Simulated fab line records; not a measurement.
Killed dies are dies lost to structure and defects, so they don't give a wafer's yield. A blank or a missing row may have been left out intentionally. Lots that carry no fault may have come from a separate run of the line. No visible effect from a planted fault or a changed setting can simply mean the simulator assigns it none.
Split-lot trial ; flow n5 finfet ; 21 wafers read from 7 lots, route of 1938 steps

THE SPLIT
At N5_BEOL_M9_TRENCH_ETCH_37 (etches SiCOH lowk in C4F6/O2, target depth 151.43 nm, time 49 s), the setting bias w was moved away from the recipe's 185 W on 11 of the 21 wafers read, by -8.9% to +17.7%. All remaining wafers had this setting at the recipe value.

FROM THE SPLIT TO THE READING: what the file shows between them, 11 steps
- N5_BEOL_M9_ETCH_41: etches SiCN in CH3F/O2, target depth 36.6 nm, time 70.1 s
- N5_BEOL_M9_STRIP_80: strips in N2/H2, time 10 s
- N5_BEOL_M9_OCD_MEAS_38
- N5_BEOL_M9_HM_STRIP_39: strips TiN in peroxide tin strip, target depth 25 nm, time 158 s
- N5_BEOL_M9_SRD_40: time 30 s
- N5_BEOL_M9_ECD_50: material Cu, target thk 318 nm
- N5_BEOL_M9_ANNEAL_51: time 90 s
- N5_BEOL_M9_CMP_52: polishes, stops on SiCOH lowk, t overpolish 7 s, target thk 140 nm
- N5_BEOL_M9_THK_MEAS_53: measures by xrf
- N5_BEOL_M9_PRE_CLEAN_55: time 15 s
- N5_BEOL_M9_DEP_56: deposits SiCN from 3MS/NH3, target thk 15 nm, time 26.5 s

THE READING
M9_RS (ohm/sq), read at N5_BEOL_M9_RS_MEAS_57 with a four-point probe. On this fab line, fault-free wafers typically give 0.1507 ohm/sq with a standard deviation of 0.0028 ohm/sq.

wafer;tool, chamber at the split;bias w as run, W;against the recipe;M9_RS, ohm/sq;against lot-mates on the recipe
L076.1;rie diel-04, 1;217.8;+17.7%;0.1399;-0.0119
L076.4;rie diel-04, 0;185;recipe;0.1527;-
L076.6;rie diel-04, 1;185;recipe;0.1510;-
L081.1;rie diel-04, 1;171.8;-7.1%;0.1547;-0.0010
L081.2;rie diel-04, 2;185;recipe;0.1557;-
L081.3;rie diel-04, 0;171.8;-7.1%;0.1537;-0.0020
L083.1;rie diel-03, 3;196.7;+6.3%;0.1451;-0.0094
L083.4;rie diel-03, 0;196.7;+6.3%;0.1461;-0.0084
L083.5;rie diel-03, 2;185;recipe;0.1545;-
L088.1;rie diel-03, 0;168.5;-8.9%;0.1548;+0.0075
L088.2;rie diel-03, 2;168.5;-8.9%;0.1557;+0.0084
L088.3;rie diel-03, 3;185;recipe;0.1473;-
L089.3;rie diel-04, 3;185;recipe;0.1533;-
L089.4;rie diel-04, 0;194.2;+5.0%;0.1506;-0.0027
L089.6;rie diel-04, 3;194.2;+5.0%;0.1514;-0.0019
L096.1;rie diel-05, 0;185;recipe;0.1473;-
L096.4;rie diel-05, 1;185;recipe;0.1477;-
L096.6;rie diel-05, 1;185;recipe;0.1503;-
L097.3;rie diel-05, 3;172.5;-6.8%;0.1564;+0.0064
L097.4;rie diel-05, 2;185;recipe;0.1500;-
L097.6;rie diel-05, 1;172.5;-6.8%;0.1548;+0.0048

FIT RESULTS
A straight line over all 21 wafers: M9_RS changes by -0.000564 ohm/sq for each +1% of bias w; r = -0.83; the points scatter about the line by 0.0024 ohm/sq.
The same after taking each lot's own level away (the mean of its wafers on the recipe; 21 wafers): -0.000687 ohm/sq for each +1%; r = -0.86; scatter 0.0027 ohm/sq.
That fit puts the effect of the largest move of bias w on the reading at 0.012 ohm/sq.
From 0.14730 to 0.15570 ohm/sq: that is the span of the lots' own levels, equal to 3.0 times the standard deviation above.
Thus the slope moves with the lot-to-lot level: the two fits are different.
Check: for one of the wafers moved furthest among these (+17.7%), held out of the fit, the line's prediction against its lot-mates is -0.0136 ohm/sq. It came out at -0.0119 ohm/sq against them.
Tool readings at the split's step, against how far the setting was moved: rf vpp V r = +0.93.

OTHER SPLITS ON THESE WAFERS
Note: prior to the reading, these wafers also went through further splits. Each is held against what the fit with the lots' levels taken away leaves over:
other split on the same wafers;wafers away from the commonest value;r with M9_RS (lot level and that fit taken away)
N5_BEOL_M8_TRENCH_ETCH_37 time s;9;-0.06

THE WHOLE CHAIN: every reading that the file lists as answering this split, in the file's order
step;what it does;reading;change (the file's fit);r (the file's)
N5_BEOL_M9_TRENCH_ETCH_37;etches SiCOH lowk in C4F6/O2, target depth 151.43 nm, time 49 s;rf vpp V;+4.98 V for each +1% of the setting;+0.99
N5_BEOL_M9_TRENCH_ETCH_37;etches SiCOH lowk in C4F6/O2, target depth 151.43 nm, time 49 s;etch.depth nm (the simulator's own value, which no gauge read);+0.573 nm for each +1% of the setting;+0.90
N5_BEOL_M9_TRENCH_ETCH_37;etches SiCOH lowk in C4F6/O2, target depth 151.43 nm, time 49 s;BEOL_M9.feature depth nm (the simulator's own value, which no gauge read);+0.574 nm for each +1% of the setting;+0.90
N5_BEOL_M9_OCD_MEAS_38;;trench depth nm;+0.566 nm for each +1% of the setting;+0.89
N5_BEOL_M9_CMP_52;polishes, stops on SiCOH lowk, t overpolish 7 s, target thk 140 nm;Cu_of_BEOL_M9_ECD_50.thk nm (the simulator's own value, which no gauge read);+0.584 nm for each +1% of the setting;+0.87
N5_BEOL_M9_THK_MEAS_53;measures by xrf;M9_THK;+0.564 for each +1% of the setting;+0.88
N5_BEOL_M9_RS_MEAS_57;measures by four-point-probe;M9_RS;-0.000679 for each +1% of the setting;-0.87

THE FILE'S OWN FIT
M9_RS changes by -0.000679 ohm/sq for each +1% of bias w, r = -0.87.
